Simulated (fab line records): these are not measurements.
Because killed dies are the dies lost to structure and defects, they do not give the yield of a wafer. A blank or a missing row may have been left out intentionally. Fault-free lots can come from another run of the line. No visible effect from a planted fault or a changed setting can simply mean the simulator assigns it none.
Matching of chambers ; flow n5 finfet ; N5_SPACER0_ALD_00 on ald sin-03: 4 sister chambers
The step deposits SiOCN, target thk 3.5 nm, pulse time 3 s, purge time 2 s. 8 wafers are shown with their chamber, then 9 later ones without.

== WAFERS, EACH WITH ITS CHAMBER ==
wafer;chamber;heater power w (W);precursor pulse height rel
L080.5;0;774;1.004
L083.2;0;789;1.003
L087.1;3;880;0.999
L087.3;1;959;1.005
L087.5;1;945;1.022
L094.2;2;975;1.008
L094.3;3;916;0.995
L094.5;2;965;1.001

== WAFERS WHOSE CHAMBER IS MISSING ==
wafer;heater power w (W);precursor pulse height rel
L095.3;975;0.999
L095.4;782;1.011
L095.5;957;1.007
L097.1;776;0.996
L097.2;865;0.985
L097.3;915;0.983
L097.4;929;1.008
L097.5;905;0.989
L097.6;922;0.984

== CHAMBER TAKEN BY EACH ==
wafer;from the rows above;in truth
L095.3;can't be placed: 2 or 1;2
L095.4;0;0
L095.5;can't be placed: 2 or 1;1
L097.1;0;0
L097.2;3;3
L097.3;3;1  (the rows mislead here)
L097.4;can't be placed: 1 or 3 or 2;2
L097.5;3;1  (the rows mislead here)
L097.6;can't be placed: 3 or 2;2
3 of 9 placed correctly. Not placeable from these rows: 4 (in 4, the candidates include the true chamber). Number placed wrongly: 2.
How it was worked out, from the rows above alone: a wafer's distance from a chamber is the root of the sum, over the readings, of the square of ((its reading less the chamber's mean) divided by the reading's scatter). If the next closest chamber is less than 2 further off than the closest, the wafer can't be placed; otherwise it belongs to the closest. A chamber's mean is the mean of its shown wafers. The scatter is the square root of a quotient: the sum, over the shown wafers, of each reading's squared deviation from its chamber's mean, divided by wafers minus chambers.
